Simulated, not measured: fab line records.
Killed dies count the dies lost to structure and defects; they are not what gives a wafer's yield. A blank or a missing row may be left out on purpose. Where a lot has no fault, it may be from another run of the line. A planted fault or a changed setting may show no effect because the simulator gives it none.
Matching of chambers -- flow nandHarc -- pecvd-02 running NHARC_A_STAIRCASE_DEP_322: 3 sister chambers
The step deposits SiO2, target thk 7200 nm. 24 wafers are shown with their chamber, then 12 later ones without.

== WAFERS PAIRED WITH THEIR CHAMBERS ==
wafer,chamber,heaterPowerW (W)
L074.3,2,627
L074.5,1,650
L074.6,2,508
L075.2,1,841
L075.5,1,661
L075.6,0,711
L078.1,0,786
L078.4,0,720
L078.6,2,541
L080.1,2,617
L080.2,0,773
L080.3,1,722
L081.1,1,807
L081.3,2,598
L081.6,0,719
L083.2,1,744
L083.4,1,662
L083.5,2,543
L085.2,2,651
L085.3,1,794
L085.4,1,668
L084.1,1,767
L084.2,2,663
L084.4,2,545

SIGNATURES (averages over the wafers above)
reading,chamber 0,chamber 1,chamber 2,scatter within a chamber
heaterPowerW,741.80,731.60,588.11,59
Rule: a wafer's distance from a chamber is the root of the sum, over the readings, of the square of ((its reading less the chamber's mean) divided by the reading's scatter). The wafer belongs to the nearest chamber; if the next one is less than 2 further off, it can't be placed. The scatter is the square root of a quotient: the sum, over the shown wafers, of each reading's squared deviation from its chamber's mean, divided by wafers minus chambers.

== WAFERS WITH NO CHAMBER GIVEN ==
wafer,heaterPowerW (W)
L089.1,891
L089.2,797
L089.5,665
L090.2,650
L090.5,690
L090.6,543
L093.2,835
L093.3,789
L093.5,700
L096.2,650
L096.3,839
L096.6,535

== THE CHAMBER EACH PASSED THROUGH ==
wafer,from the rows above,in truth
L089.1,can't be placed: 0 or 1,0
L089.2,can't be placed: 0 or 1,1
L089.5,can't be placed: 1 or 0 or 2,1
L090.2,can't be placed: 2 or 1 or 0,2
L090.5,can't be placed: 1 or 0 or 2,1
L090.6,2,2
L093.2,can't be placed: 0 or 1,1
L093.3,can't be placed: 0 or 1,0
L093.5,can't be placed: 1 or 0 or 2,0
L096.2,can't be placed: 2 or 1 or 0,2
L096.3,can't be placed: 0 or 1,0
L096.6,2,2
Correctly placed: 2 of 12. Can't be placed from these rows: 10 (the true chamber is among the candidates in 10). Number placed wrongly: 0.
